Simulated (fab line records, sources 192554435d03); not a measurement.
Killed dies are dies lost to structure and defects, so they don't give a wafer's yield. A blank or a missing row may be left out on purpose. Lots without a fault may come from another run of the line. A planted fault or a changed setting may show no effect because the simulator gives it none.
fab line records | flow n5_finfet
record lots=22 wafers=66 last_day=17
route steps=1938 shown MOL_CONTACT_COAG@575 BEOL_M0_SAQP@639
lots that met no fault: from a run of the same line without faults
start_h: hours from the record's first day to the start of the lot's first wafer shown | wait_h: hours since the lot's step before | " the same as in the row above | L1.1+2: a row that stands for several wafers | - no value, or no start given | * or withheld: withheld | < > ~ a bound
route shown NAME@n: a module of which the file shows steps, and the number in the route of the first | usual: mean/standard deviation of fault-free wafers | same: alike in all rows | chamber/n: place in a boat | sites: the reading at each site | _std_site: their standard deviation | _edge_site: outer sites' mean less inner sites' | radius_mm: how far each site lies from the wafer's centre | mask NAME#n: copy n | behind: the tool/chamber that last shaped the wafer | hold: why the lot was held/for how many hours/how that ended | device: the transistor (n, p or np) that didn't switch | end of line: the same wafers' tests at the end of the route | a step without rows: its recipe alone | killed: dies lost to structure and defects at the first sort, not the wafer's yield | map: a wafer's dies, x killed, . not, _ none there
set.NAME: the setting as run; set.NAME@STEP: as run at that earlier step | model.NAME: the simulator's own value behind a step, which no gauge read
steps of the route over a sample of lots; a table a step, a row a wafer
services: from which hour (start_h, from the record's first day; less than 0 if before it) a tool's chamber was out of use, for how many hours, and why
## steps
# step N5_MOL_CONTACT_COAG_INSPECT_57
# recipe mode=adi inspect_instrument=brightfield
# usual raw_defect_count=188/51
# columns lot.wafer tool chamber start_h wait_h raw_defect_count
L074.2 defect_inspect-02 - 102.93 0.0 202
L074.3 " - " " 131
L074.5 " - " " 106
L075.1 defect_inspect-02 - 104.44 0.1 203
L075.3 " - " " 134
L075.5 " - " " 197
L076.1 defect_inspect-01 - 111.20 0.1 149
L076.3 " - " " 137
L076.5 " - " " 192
L079.1 defect_inspect-01 - 129.64 0.1 267
L079.3 " - " " 190
L079.6 " - " " 307
L080.1 defect_inspect-02 - 138.71 0.1 152
L080.3 " - " " 237
L080.5 " - " " 155
L081.2 defect_inspect-01 - 139.36 0.0 202
L081.3 " - " " 189
L081.5 " - " " 172
L082.1 defect_inspect-02 - 150.11 0.1 155
L082.2 " - " " 237
L082.3 " - " " 159
L083.2 defect_inspect-02 - 153.87 0.0 159
L083.4 " - " " 322
L083.5 " - " " 249
L084.2 defect_inspect-02 - 156.72 0.0 187
L084.3 " - " " 199
L084.5 " - " " 166
L085.3 defect_inspect-02 - 164.40 0.0 86
L085.4 " - " " 182
L085.6 " - " " 114
L086.1 defect_inspect-02 - 169.11 0.1 190
L086.3 " - " " 190
L086.4 " - " " 148
L087.1 defect_inspect-02 - 175.03 0.1 97
L087.3 " - " " 144
L087.6 " - " " 155
L088.1 defect_inspect-01 - 181.95 0.1 235
L088.3 " - " " 221
L088.5 " - " " 213
L089.4 defect_inspect-02 - 188.55 0.0 165
L089.5 " - " " 129
L089.6 " - " " 142
L090.1 defect_inspect-02 - 193.65 0.1 200
L090.2 " - " " 251
L090.5 " - " " 200
L091.2 defect_inspect-02 - 199.68 0.0 177
L091.3 " - " " 194
L091.4 " - " " 143
L092.2 defect_inspect-02 - 206.65 0.0 205
L092.5 " - " " 152
L092.6 " - " " 208
L093.2 defect_inspect-02 - 213.86 0.0 151
L093.4 " - " " 301
L093.5 " - " " 125
L094.1 defect_inspect-01 - 220.26 0.1 167
L094.4 " - " " 158
L094.6 " - " " 199
L095.1 defect_inspect-01 - 221.38 0.1 134
L095.3 " - " " 159
L095.4 " - " " 109
L096.1 defect_inspect-01 - 234.95 0.7 260
L096.3 " - " " 137
L096.4 " - " " 149
L097.2 defect_inspect-01 - 242.56 0.0 232
L097.5 " - " " 188
L097.6 " - " " 163
# step N5_MOL_CONTACT_COAG_DESCUM_88
# recipe chemistry=O2 time_s=7 source_power_w=50 bias_power_w=20 pressure_mtorr=20 rf_frequency_hz=2.712e+07 temp_c=40 resist=CAR-EUV o2_flow_sccm=225
# usual drypump_motor_current_A=5.7/0.6 oes_product_au=0.77/0.098 rf_vpp_V=243.0/1.5 showerhead_plenum_p_Torr=2.09/0.08 throttle_valve_pct=20.48/0.28
# columns lot.wafer tool chamber start_h wait_h drypump_motor_current_A oes_product_au rf_hours_counter_h rf_vpp_V showerhead_plenum_p_Torr throttle_valve_pct
L074.2 rie_diel-06 2 103.03 0.1 5.1 0.83 59 244.9 2.24 20.23
L074.3 " 1 " " 4.8 0.72 182 242.4 2.05 20.35
L074.5 " 2 " " 5.1 0.82 - 245.2 2.24 20.23
L075.1 rie_diel-05 0 104.47 0.0 4.8 0.68 214 241.7 2.00 20.73
L075.3 " 1 " " 5.3 0.69 225 240.9 1.96 20.70
L075.5 " 1 " " 5.3 0.69 - 240.5 1.96 20.69
L076.1 rie_diel-04 0 111.23 0.0 6.7 0.74 160 244.8 2.16 20.22
L076.3 " 1 " " 5.9 0.72 210 244.9 2.18 21.17
L076.5 " 1 " " 5.8 0.71 - 243.9 2.18 21.20
L079.1 rie_diel-05 3 129.90 0.3 6.3 0.70 249 245.1 2.14 20.53
L079.3 " 1 " " 5.3 0.67 233 241.3 1.96 20.71
L079.6 " 2 " " 5.3 0.90 - 244.6 2.14 20.10
L080.1 rie_diel-05 1 138.75 0.0 5.3 0.67 238 240.7 1.96 20.71
L080.3 " 2 " " 5.3 0.89 32 243.5 2.14 20.08
L080.5 " 0 " " 4.8 0.68 - 241.4 2.00 20.76
L081.2 rie_diel-05 2 139.44 0.1 5.3 0.90 32 244.1 2.14 20.12
L081.3 " 0 " " 4.8 0.67 227 241.6 2.00 20.76
L081.5 " 2 " " 5.3 0.90 - 245.1 2.14 20.09
L082.1 rie_diel-04 1 150.21 0.1 5.9 0.70 225 243.0 2.17 21.21
L082.2 " 2 " " 5.7 0.67 248 242.9 2.04 20.54
L082.3 " 3 " " 6.2 0.77 113 242.7 2.01 20.64
L083.2 rie_diel-05 2 153.90 0.0 5.3 0.89 39 244.5 2.13 20.11
L083.4 " 3 " " 6.3 1.01 0 243.7 2.14 20.22
L083.5 " 1 " " 5.3 0.67 - 240.6 1.96 20.71
L084.2 rie_diel-05 1 156.76 0.0 5.3 0.67 245 240.6 1.96 20.73
L084.3 " 3 " " 6.3 1.00 1 244.5 2.14 20.21
L084.5 " 1 " " 5.3 0.66 - 240.7 1.96 20.73
L085.3 rie_diel-05 0 164.43 0.0 4.8 0.67 237 240.3 1.99 20.76
L085.4 " 2 " " 5.3 0.89 42 242.9 2.13 20.13
L085.6 " 2 " " 5.3 0.90 - 244.4 2.13 20.11
L086.1 rie_diel-04 1 169.25 0.1 5.8 0.69 232 243.2 2.17 21.22
L086.3 " 0 " " 6.7 0.74 179 244.2 2.15 20.27
L086.4 " 0 " " 6.7 0.74 - 245.2 2.15 20.26
L087.1 rie_diel-06 2 175.25 0.2 5.1 0.80 88 245.4 2.23 20.27
L087.3 " 3 " " 5.9 0.82 95 243.7 2.11 20.39
L087.6 " 3 " " 5.9 0.82 - 244.4 2.11 20.41
L088.1 rie_diel-04 2 181.98 0.0 5.6 1.02 0 242.3 2.04 20.22
L088.3 " 3 " " 6.2 0.75 127 240.4 2.01 20.64
L088.5 " 0 " " 6.6 0.72 - 244.5 2.15 20.26
L089.4 rie_diel-04 0 188.58 0.0 6.7 0.72 188 242.7 2.15 20.29
L089.5 " 2 " " 5.7 0.98 - 242.7 2.04 20.20
L089.6 " 3 " " 6.2 0.76 - 241.9 2.01 20.64
L090.1 rie_diel-06 0 194.52 0.9 6.2 0.68 249 241.2 2.04 20.79
L090.2 " 1 " " 4.8 0.69 212 241.7 2.04 20.40
L090.5 " 0 " " 6.2 0.68 - 243.8 2.04 20.79
L091.2 rie_diel-04 2 199.72 0.0 5.7 0.97 7 243.5 2.04 20.22
L091.3 " 1 " " 5.9 0.69 246 245.1 2.17 21.24
L091.4 " 0 " " 6.7 0.73 192 243.8 2.14 20.28
L092.2 rie_diel-06 1 206.69 0.0 4.8 0.68 218 241.8 2.04 20.41
L092.5 " 3 " " 5.9 0.82 - 243.0 2.11 20.44
L092.6 " 1 " " 4.8 0.70 - 242.3 2.04 20.41
L093.2 rie_diel-06 2 213.90 0.0 5.1 0.78 102 243.9 2.22 20.30
L093.4 " 1 " " 4.8 0.70 - 243.8 2.04 20.41
L093.5 " 3 " " 5.9 0.80 - 242.8 2.11 20.44
L094.1 rie_diel-04 3 221.06 0.8 6.2 0.77 140 241.4 2.00 20.66
L094.4 " 2 " " 5.7 0.95 - 241.8 2.03 20.24
L094.6 " 0 " " 6.7 0.73 - 244.6 2.14 20.28
L095.1 rie_diel-04 0 221.83 0.5 6.7 0.72 200 244.6 2.14 20.28
L095.3 " 2 " " 5.7 0.95 15 241.7 2.03 20.25
L095.4 " 3 " " 6.2 0.76 - 242.1 2.00 20.68
L096.1 rie_diel-04 2 234.99 0.0 5.7 0.93 20 242.2 2.03 20.23
L096.3 " 1 " " 5.8 0.97 1 244.0 2.16 20.77
L096.4 " 0 " " 6.7 0.72 204 243.8 2.14 20.30
L097.2 rie_diel-06 0 242.59 0.0 6.2 0.97 3 242.5 2.04 20.36
L097.5 " 1 " " 4.8 0.68 - 242.1 2.04 20.43
L097.6 " 2 " " 5.1 0.77 - 244.1 2.22 20.33
# step N5_MOL_CONTACT_COAG_ETCHBACK_136
# recipe chemistry=CHF3 target=SiO2 target_depth_a=250 time_s=16.7 ion_energy_ev=200 pressure_mtorr=30 source_w=610 bias_w=170 Ar_flow_sccm=200 CHF3_flow_sccm=50
# usual CHF3_flow_sccm=50.00/0.15 drypump_motor_current_A=5.7/0.58 oes_product_au=0.80/0.11 rf_vpp_V=532/13 showerhead_plenum_p_Torr=2.39/0.084 throttle_valve_pct=18.8/0.33
# columns lot.wafer tool chamber start_h wait_h CHF3_flow_sccm drypump_motor_current_A oes_product_au rf_hours_counter_h rf_vpp_V showerhead_plenum_p_Torr throttle_valve_pct
L074.2 rie_diel-04 2 105.24 0.0 49.76 5.7 0.68 230 542 2.32 18.8
L074.3 " 1 " " 50.02 5.9 0.73 208 513 2.47 19.4
L074.5 " 1 " " 49.99 5.9 0.72 - 514 2.47 19.3
L075.1 rie_diel-05 2 106.47 0.0 49.88 5.3 0.92 20 519 2.40 18.2
L075.3 " 3 " " 50.14 6.3 0.69 241 543 2.44 18.9
L075.5 " 3 " " 50.09 6.3 0.69 - 541 2.44 18.9
L076.1 rie_diel-04 2 113.08 0.0 49.96 5.7 0.67 232 543 2.32 18.8
L076.3 " 3 " " 50.09 6.2 0.80 99 538 2.33 19.1
L076.5 " 1 " " 49.82 5.9 0.71 - 514 2.47 19.4
L079.1 rie_diel-06 0 131.74 0.0 49.89 6.3 0.69 226 514 2.35 19.1
L079.3 " 3 " " 49.89 5.9 0.81 76 549 2.40 18.7
L079.6 " 3 " " 49.88 5.9 0.81 - 549 2.40 18.7
L080.1 rie_diel-04 2 140.92 0.0 49.91 5.7 0.66 243 542 2.32 18.9
L080.3 " 3 " " 49.73 6.2 0.79 108 538 2.33 19.1
L080.5 " 1 " " 49.90 5.8 0.71 - 512 2.46 19.4
L081.2 rie_diel-06 2 141.58 0.0 50.11 5.1 0.81 74 540 2.53 18.5
L081.3 " 0 " " 49.99 6.3 0.70 231 516 2.34 19.1
L081.5 " 0 " " 49.91 6.3 0.70 - 516 2.34 19.1
L082.1 rie_diel-04 2 152.43 0.0 50.08 5.7 0.67 248 542 2.31 18.9
L082.2 " 3 " " 50.10 6.2 0.78 113 538 2.33 19.1
L082.3 " 1 " " 50.06 5.8 0.71 226 513 2.46 19.4
L083.2 rie_diel-05 2 156.23 0.0 49.91 5.3 0.87 40 521 2.39 18.2
L083.4 " 3 " " 50.26 6.3 1.00 1 542 2.43 18.5
L083.5 " 3 " " 49.92 6.3 0.99 - 542 2.43 18.5
L084.2 rie_diel-05 1 159.47 0.0 49.91 5.3 0.68 246 524 2.24 19.1
L084.3 " 2 " " 50.25 5.3 0.86 40 520 2.39 18.2
L084.5 " 3 " " 49.72 6.3 0.97 - 542 2.43 18.5
L085.3 rie_diel-05 1 166.79 0.0 49.87 5.3 0.68 249 526 2.24 19.1
L085.4 " 3 " " 49.88 6.3 0.97 4 540 2.43 18.5
L085.6 " 2 " " 49.90 5.3 0.88 - 520 2.39 18.2
L086.1 rie_diel-05 0 171.27 0.0 50.02 4.8 0.68 239 528 2.27 19.0
L086.3 " 2 " " 50.26 5.3 0.86 45 520 2.39 18.2
L086.4 " 2 " " 49.98 5.3 0.87 - 520 2.39 18.2
L087.1 rie_diel-06 0 177.86 0.0 50.11 6.2 0.69 243 515 2.34 19.2
L087.3 " 2 " " 49.84 5.1 0.78 89 540 2.53 18.6
L087.6 " 3 " " 49.92 5.9 0.80 - 547 2.40 18.7
L088.1 rie_diel-06 1 185.47 0.0 49.97 4.8 0.70 208 508 2.34 18.8
L088.3 " 0 " " 50.04 6.2 0.69 245 514 2.34 19.2
L088.5 " 0 " " 50.07 6.2 0.68 - 514 2.34 19.2
L089.4 rie_diel-05 2 191.16 0.0 50.22 5.3 0.86 52 520 2.38 18.2
L089.5 " 0 " " 49.77 4.8 0.68 - 529 2.27 19.0
L089.6 " 1 " " 49.94 5.3 1.00 - 534 2.52 18.7
L090.1 rie_diel-04 0 196.73 0.0 49.79 6.7 0.73 190 549 2.46 18.8
L090.2 " 2 " " 49.96 5.7 0.96 6 543 2.31 18.5
L090.5 " 2 " " 50.13 5.7 0.96 - 543 2.31 18.5
L091.2 rie_diel-04 3 201.40 0.0 50.03 6.2 0.76 133 537 2.32 19.1
L091.3 " 2 " " 50.16 5.6 0.96 7 543 2.31 18.5
L091.4 " 0 " " 49.94 6.7 0.73 192 549 2.46 18.8
L092.2 rie_diel-04 3 208.94 0.0 49.85 6.2 0.76 134 539 2.32 19.2
L092.5 " 3 " " 50.03 6.2 0.76 - 539 2.32 19.1
L092.6 " 2 " " 50.18 5.7 0.95 - 542 2.31 18.5
L093.2 rie_diel-05 3 215.71 0.0 49.92 6.3 0.93 22 542 2.42 18.6
L093.4 " 1 " " 49.97 5.3 0.95 10 535 2.52 18.7
L093.5 " 0 " " 49.86 4.8 1.03 - 537 2.55 18.7
L094.1 rie_diel-06 3 222.81 0.0 49.93 5.9 0.79 114 548 2.39 18.7
L094.4 " 3 " " 49.79 5.9 0.79 - 548 2.39 18.7
L094.6 " 1 " " 50.09 4.8 0.69 - 508 2.33 18.8
L095.1 rie_diel-05 3 223.58 0.0 49.78 6.3 0.92 27 540 2.42 18.6
L095.3 " 1 " " 50.05 5.3 0.94 14 534 2.52 18.7
L095.4 " 2 " " 49.77 5.3 0.85 65 518 2.38 18.2
L096.1 rie_diel-05 3 236.80 0.0 49.74 6.3 0.90 31 541 2.42 18.6
L096.3 " 2 " " 49.96 5.3 0.84 69 521 2.38 18.2
L096.4 " 1 " " 50.08 5.3 0.93 19 534 2.51 18.7
L097.2 rie_diel-06 3 244.74 0.0 50.05 5.9 0.78 121 547 2.39 18.7
L097.5 " 0 " " 49.58 6.2 0.98 - 514 2.33 18.7
L097.6 " 1 " " 49.94 4.8 0.69 - 509 2.33 18.9
# step N5_BEOL_M0_SAQP_THK_MEAS_05
# usual thk_nm=59.7/1.1
# columns lot.wafer tool chamber start_h wait_h thk_nm
L074.2 film_metro-01 - 111.09 0.1 59.0
L074.3 " - " " 59.6
L074.5 " - " " 60.5
L075.1 film_metro-02 - 113.55 0.1 58.9
L075.3 " - " " 60.5
L075.5 " - " " 59.4
L076.1 film_metro-02 - 118.43 0.1 59.9
L076.3 " - " " 60.0
L076.5 " - " " 60.8
L079.1 film_metro-02 - 137.97 0.1 59.4
L079.3 " - " " 61.0
L079.6 " - " " 61.1
L080.1 film_metro-02 - 146.72 0.1 58.1
L080.3 " - " " 58.4
L080.5 " - " " 58.1
L081.2 film_metro-02 - 150.10 0.1 60.2
L081.3 " - " " 59.6
L081.5 " - " " 60.7
L082.1 film_metro-02 - 158.05 0.1 58.8
L082.2 " - " " 59.2
L082.3 " - " " 58.9
L083.2 film_metro-02 - 161.99 0.1 59.2
L083.4 " - " " 60.1
L083.5 " - " " 60.1
L084.2 film_metro-02 - 165.65 0.1 59.1
L084.3 " - " " 60.2
L084.5 " - " " 60.5
L085.3 film_metro-02 - 173.78 0.1 57.4
L085.4 " - " " 59.3
L085.6 " - " " 59.8
L086.1 film_metro-01 - 177.37 0.1 58.9
L086.3 " - " " 59.0
L086.4 " - " " 59.3
L087.1 film_metro-01 - 183.38 0.1 59.4
L087.3 " - " " 59.0
L087.6 " - " " 59.5
L088.1 film_metro-01 - 190.61 0.1 57.3
L088.3 " - " " 56.6
L088.5 " - " " 58.5
L089.4 film_metro-01 - 196.76 0.0 60.7
L089.5 " - " " 58.5
L089.6 " - " " 59.7
L090.1 film_metro-01 - 203.13 0.1 58.5
L090.2 " - " " 59.1
L090.5 " - " " 60.2
L091.2 film_metro-02 - 207.41 0.1 60.7
L091.3 " - " " 60.1
L091.4 " - " " 60.9
L092.2 film_metro-02 - 235.02 0.1 59.6
L092.5 " - " " 59.1
L092.6 " - " " 59.2
L093.2 film_metro-01 - 235.30 0.1 59.3
L093.4 " - " " 60.4
L093.5 " - " " 60.3
L094.1 film_metro-02 - 235.66 0.1 59.9
L094.4 " - " " 60.3
L094.6 " - " " 62.6
L095.1 film_metro-02 - 235.92 0.1 60.2
L095.3 " - " " 59.6
L095.4 " - " " 61.2
L096.1 film_metro-02 - 241.99 0.1 60.5
L096.3 " - " " 60.7
L096.4 " - " " 61.7
L097.2 film_metro-02 - 250.22 0.1 57.6
L097.5 " - " " 57.7
L097.6 " - " " 58.5
# step N5_BEOL_M0_SAQP_ETCH_83
# recipe chemistry=CF4 target=SiARC target_depth_a=390 mask_material=CAR-ArF time_s=65 ion_energy_ev=80 pressure_mtorr=40 source_w=545 bias_w=36 Ar_flow_sccm=100 cf4_flow_sccm=100 ends=cleared
# usual drypump_motor_current_A=5.8/0.42 etch_rf_on_time_s=65.0/2.1 oes_product_au=0.65/0.068 rf_vpp_V=184.3/1 showerhead_plenum_p_Torr=2.16/0.058 throttle_valve_pct=15.68/0.23
# columns lot.wafer tool chamber start_h wait_h drypump_motor_current_A etch_rf_on_time_s oes_product_au rf_hours_counter_h rf_vpp_V showerhead_plenum_p_Torr throttle_valve_pct
L074.2 rie_diel-03 3 111.80 0.0 6.6 67.8 0.79 13 186.8 2.27 15.29
L074.3 " 2 " " 6.4 63.9 0.65 146 184.2 2.15 15.63
L074.5 " 0 " " 6.1 67.1 0.65 - 184.3 2.22 15.45
L075.1 rie_diel-02 0 114.03 0.0 5.9 62.3 0.61 222 186.6 2.17 15.67
L075.3 " 1 " " 5.7 66.4 0.62 169 183.4 2.08 15.97
L075.5 " 1 " " 5.7 66.3 0.62 - 183.2 2.08 15.97
L076.1 rie_diel-02 2 118.91 0.0 6.0 64.1 0.66 157 185.4 2.23 15.71
L076.3 " 1 " " 5.7 66.8 0.62 171 184.4 2.08 15.97
L076.5 " 0 " " 6.0 63.2 0.61 - 184.6 2.17 15.66
L079.1 rie_diel-01 1 138.57 0.0 5.6 65.8 0.59 236 183.8 2.09 15.47
L079.3 " 2 " " 5.4 62.4 0.76 51 183.4 2.16 15.67
L079.6 " 0 " " 5.1 62.6 0.65 - 184.8 2.23 15.60
L080.1 rie_diel-01 2 147.56 0.0 5.4 62.8 0.76 53 184.4 2.16 15.67
L080.3 " 1 " " 5.7 65.9 0.59 238 184.6 2.09 15.48
L080.5 " 1 " " 5.7 66.0 0.59 - 184.7 2.09 15.49
L081.2 rie_diel-03 0 150.64 0.0 6.1 66.7 0.64 153 184.9 2.22 15.47
L081.3 " 2 " " 6.4 63.6 0.64 158 184.8 2.15 15.65
L081.5 " 2 " " 6.4 63.8 0.63 - 185.1 2.15 15.66
L082.1 rie_diel-03 1 158.53 0.0 5.7 66.6 0.62 165 184.5 2.13 15.86
L082.2 " 3 " " 6.5 67.9 0.76 27 185.4 2.26 15.32
L082.3 " 0 " " 6.1 67.8 0.64 155 186.1 2.22 15.49
L083.2 rie_diel-02 1 162.47 0.0 5.7 66.1 0.62 185 183.0 2.07 16.01
L083.4 " 2 " " 6.0 63.8 0.65 171 184.2 2.23 15.74
L083.5 " 1 " " 5.7 66.4 0.62 - 182.9 2.07 16.01
L084.2 rie_diel-03 3 166.46 0.0 6.6 68.9 0.75 30 184.0 2.26 15.34
L084.3 " 1 " " 5.7 66.2 0.62 168 183.3 2.13 15.87
L084.5 " 0 " " 6.1 68.1 0.63 - 186.2 2.22 15.50
L085.3 rie_diel-01 3 174.51 0.0 6.4 68.0 0.58 241 184.2 2.11 15.73
L085.4 " 2 " " 5.4 64.1 0.73 62 183.2 2.16 15.70
L085.6 " 3 " " 6.3 67.7 0.58 - 183.6 2.11 15.74
L086.1 rie_diel-01 1 177.88 0.0 5.7 65.9 0.58 247 182.1 2.09 15.50
L086.3 " 2 " " 5.4 64.1 0.74 63 185.9 2.16 15.70
L086.4 " 3 " " 6.3 67.4 0.58 242 183.8 2.11 15.74
L087.1 rie_diel-02 3 184.00 0.0 5.7 64.7 0.59 211 184.4 2.11 16.00
L087.3 " 2 " " 6.0 63.9 0.64 178 185.2 2.22 15.74
L087.6 " 0 " " 6.0 61.9 0.60 - 184.0 2.16 15.71
L088.1 rie_diel-01 2 191.09 0.0 5.4 63.6 0.73 67 184.1 2.16 15.69
L088.3 " 0 " " 5.1 63.0 0.64 177 185.4 2.23 15.62
L088.5 " 2 " " 5.4 64.0 0.75 - 183.8 2.16 15.71
L089.4 rie_diel-01 3 197.26 0.0 6.3 67.0 0.57 - 183.9 2.10 15.76
L089.5 " 0 " " 5.1 62.9 0.64 - 185.0 2.23 15.65
L089.6 " 2 " " 5.5 62.8 0.73 - 183.5 2.16 15.70
L090.1 rie_diel-03 3 203.87 0.0 6.6 69.4 0.73 41 185.9 2.26 15.34
L090.2 " 1 " " 5.7 67.6 0.61 177 184.5 2.13 15.89
L090.5 " 2 " " 6.4 64.9 0.62 - 183.6 2.14 15.69
L091.2 rie_diel-01 3 208.15 0.0 6.3 67.1 0.57 254 184.5 2.10 15.76
L091.3 " 0 " " 5.1 62.2 0.64 185 183.9 2.22 15.66
L091.4 " 3 " " 6.4 67.4 0.57 - 183.1 2.10 15.77
L092.2 rie_diel-02 3 236.45 0.0 5.8 64.7 0.58 227 183.5 2.10 16.04
L092.5 " 0 " " 5.9 61.8 0.82 - 184.3 2.16 15.16
L092.6 " 1 " " 5.7 67.3 0.60 - 182.5 2.06 16.06
L093.2 rie_diel-01 1 236.61 0.0 5.6 64.2 0.81 10 183.4 2.09 15.04
L093.4 " 2 " " 5.4 63.6 0.72 - 183.6 2.15 15.73
L093.5 " 1 " " 5.6 63.6 0.81 - 183.2 2.09 15.03
L094.1 rie_diel-02 2 236.80 0.0 6.0 63.8 0.63 196 183.9 2.22 15.76
L094.4 " 0 " " 6.0 60.8 0.83 4 185.8 2.16 15.16
L094.6 " 3 " " 5.8 64.5 0.58 - 183.4 2.10 16.04
L095.1 rie_diel-03 3 236.94 0.0 6.6 68.7 0.74 49 183.4 2.25 15.39
L095.3 " 2 " " 6.4 64.0 0.62 181 183.5 2.14 15.69
L095.4 " 1 " " 5.7 67.6 0.61 186 183.6 2.12 15.89
L096.1 rie_diel-02 0 242.48 0.0 5.9 61.2 0.82 7 184.5 2.16 15.16
L096.3 " 3 " " 5.8 64.0 0.58 229 184.5 2.10 16.04
L096.4 " 2 " " 6.0 64.1 0.63 198 184.0 2.22 15.78
L097.2 rie_diel-01 1 250.97 0.0 5.7 63.2 0.80 16 183.2 2.08 15.04
L097.5 " 1 " " 5.6 63.2 0.80 - 184.4 2.08 15.05
L097.6 " 0 " " 5.1 63.5 0.62 - 184.0 2.22 15.66
# step N5_BEOL_M0_SAQP_ETCH_106
# recipe chemistry=N2/H2 target=SOC target_depth_a=1500 stop_on=SiNx ion_energy_ev=100 bias_w=61 pressure_mtorr=30 source_w=850 n2_flow_sccm=200 h2_flow_sccm=200
# usual drypump_motor_current_A=5.8/0.41 oes_product_au=0.75/0.081 rf_vpp_V=241.0/1.2 showerhead_plenum_p_Torr=2.57/0.08 throttle_valve_pct=17.95/0.29
# columns lot.wafer tool chamber start_h wait_h drypump_motor_current_A oes_product_au rf_hours_counter_h rf_vpp_V showerhead_plenum_p_Torr throttle_valve_pct
L074.2 rie_diel-03 2 114.04 - 6.4 0.74 147 241.9 2.52 17.59
L074.3 " 0 " " 6.1 0.75 142 242.8 2.64 17.50
L074.5 " 3 " " 6.6 0.92 - 241.4 2.70 17.53
L075.1 rie_diel-02 3 116.83 - 5.7 0.70 188 240.0 2.52 18.34
L075.3 " 2 " " 6.0 0.75 156 241.6 2.66 18.08
L075.5 " 2 " " 6.0 0.75 - 239.1 2.66 18.08
L076.1 rie_diel-02 2 122.13 - 6.0 0.75 158 242.4 2.66 18.09
L076.3 " 3 " " 5.8 0.70 190 239.5 2.51 18.35
L076.5 " 2 " " 6.0 0.75 - 241.7 2.66 18.07
L079.1 rie_diel-03 2 141.25 - 6.4 0.73 155 241.8 2.52 17.60
L079.3 " 0 " " 6.1 0.75 150 243.6 2.64 17.51
L079.6 " 1 " " 5.7 0.72 - 238.7 2.53 18.08
L080.1 rie_diel-03 3 150.46 - 6.6 0.88 25 241.5 2.70 17.55
L080.3 " 2 " " 6.4 0.73 158 241.7 2.52 17.62
L080.5 " 0 " " 6.1 0.73 - 241.5 2.64 17.54
L081.2 rie_diel-01 0 153.69 - 5.1 0.74 166 242.8 2.64 17.77
L081.3 " 1 " " 5.7 0.68 240 241.5 2.51 17.85
L081.5 " 0 " " 5.1 0.73 - 241.3 2.64 17.78
L082.1 rie_diel-01 3 161.97 - 6.4 0.67 237 240.4 2.50 17.83
L082.2 " 1 " " 5.7 0.68 242 240.6 2.50 17.86
L082.3 " 0 " " 5.1 0.74 169 243.4 2.64 17.78
L083.2 rie_diel-01 3 164.92 - 6.4 0.67 239 241.6 2.50 17.83
L083.4 " 1 " " 5.7 0.67 244 240.0 2.50 17.87
L083.5 " 0 " " 5.2 0.74 - 242.0 2.64 17.80
L084.2 rie_diel-03 2 169.54 - 6.4 0.73 164 241.3 2.52 17.63
L084.3 " 0 " " 6.1 0.74 158 242.1 2.63 17.55
L084.5 " 1 " " 5.7 0.72 - 239.8 2.52 18.07
L085.3 rie_diel-03 2 176.95 - 6.4 0.73 166 242.6 2.52 17.64
L085.4 " 0 " " 6.1 0.74 160 241.6 2.63 17.54
L085.6 " 3 " " 6.6 0.88 - 241.6 2.69 17.58
L086.1 rie_diel-01 3 182.03 - 6.4 0.67 243 240.5 2.50 17.83
L086.3 " 2 " " 5.4 0.85 64 241.4 2.59 18.27
L086.4 " 0 " " 5.1 0.73 175 241.6 2.64 17.79
L087.1 rie_diel-02 2 188.31 - 6.0 0.73 179 242.1 2.65 18.11
L087.3 " 3 " " 5.8 0.68 212 240.9 2.50 18.39
L087.6 " 2 " " 6.0 0.73 - 242.8 2.65 18.11
L088.1 rie_diel-01 2 193.85 - 5.5 0.85 69 240.0 2.59 18.29
L088.3 " 3 " " 6.4 0.67 248 241.0 2.50 17.86
L088.5 " 0 " " 5.1 0.72 - 242.2 2.64 17.80
L089.4 rie_diel-01 0 201.07 - 5.1 0.72 - 242.3 2.64 17.82
L089.5 " 2 " " 5.5 0.84 - 240.4 2.59 18.29
L089.6 " 3 " " 6.4 0.67 - 240.6 2.50 17.85
L090.1 rie_diel-01 3 206.37 - 6.4 0.67 253 238.1 2.49 17.85
L090.2 " 0 " " 5.2 0.72 184 240.8 2.64 17.81
L090.5 " 3 " " 6.4 0.66 - 240.6 2.49 17.88
L091.2 rie_diel-02 3 210.67 - 5.8 0.68 221 240.5 2.50 18.39
L091.3 " 2 " " 6.0 0.73 188 241.9 2.64 18.14
L091.4 " 1 " " 5.7 0.70 - 240.8 2.41 18.12
L092.2 rie_diel-02 0 239.13 - 5.9 0.93 5 242.0 2.62 17.64
L092.5 " 2 " " 6.0 0.72 - 241.4 2.64 18.15
L092.6 " 1 " " 5.7 0.68 - 239.1 2.41 18.16
L094.1 rie_diel-02 3 239.27 - 5.7 0.67 228 240.7 2.50 18.41
L094.4 " 1 " " 5.7 0.68 210 238.7 2.41 18.14
L094.6 " 1 " " 5.7 0.69 - 237.9 2.41 18.15
L093.2 rie_diel-01 1 239.51 - 5.6 0.93 11 240.8 2.50 17.50
L093.4 " 0 " " 5.1 0.71 - 242.2 2.63 17.85
L093.5 " 2 " " 5.4 0.82 - 240.5 2.58 18.34
L095.1 rie_diel-01 2 239.87 - 5.4 0.82 88 242.1 2.58 18.32
L095.3 " 0 " " 5.1 0.71 198 243.5 2.63 17.84
L095.4 " 1 " " 5.7 0.94 - 240.6 2.50 17.48
L096.1 rie_diel-02 0 245.26 - 5.9 0.93 8 241.0 2.62 17.64
L096.3 " 1 " " 5.7 0.70 212 240.3 2.41 18.16
L096.4 " 2 " " 6.0 0.72 198 241.5 2.64 18.14
L097.2 rie_diel-01 2 253.22 - 5.4 0.82 93 241.7 2.58 18.35
L097.5 " 2 " " 5.4 0.82 - 240.3 2.58 18.34
L097.6 " 1 " " 5.7 0.91 - 239.4 2.49 17.49
## services
# columns tool chamber start_h hours kind
rie_diel-05 3 133.54 - clean
rie_diel-05 3 133.54 - consumable_replace:focus_ring
rie_diel-05 3 133.54 18.2 scheduled_down
rie_diel-05 3 133.54 18.2 vent_cycle
rie_diel-04 0 138.65 5.3 repair
rie_diel-01 0 140.58 7.1 repair
rie_diel-01 - 143.86 3.3 repair
rie_diel-06 0 147.08 5.7 repair
rie_diel-03 1 147.36 3.3 repair
rie_diel-04 2 159.67 - clean
rie_diel-04 2 159.67 - consumable_replace:focus_ring
rie_diel-04 2 159.67 21.8 scheduled_down
rie_diel-04 2 159.67 21.8 vent_cycle
rie_diel-03 - 160.73 0.5 repair
rie_diel-01 1 187.49 - clean
rie_diel-01 1 187.49 - consumable_replace:focus_ring
rie_diel-01 1 187.49 23.4 scheduled_down
rie_diel-01 1 187.49 23.4 vent_cycle
rie_diel-03 - 198.08 1.1 repair
rie_diel-03 - 199.54 2.6 repair
rie_diel-01 3 213.02 48.6 repair
rie_diel-03 0 216.61 2.9 repair
rie_diel-04 1 235.62 8.8 repair
rie_diel-05 3 239.05 115.1 repair
## key
fault none
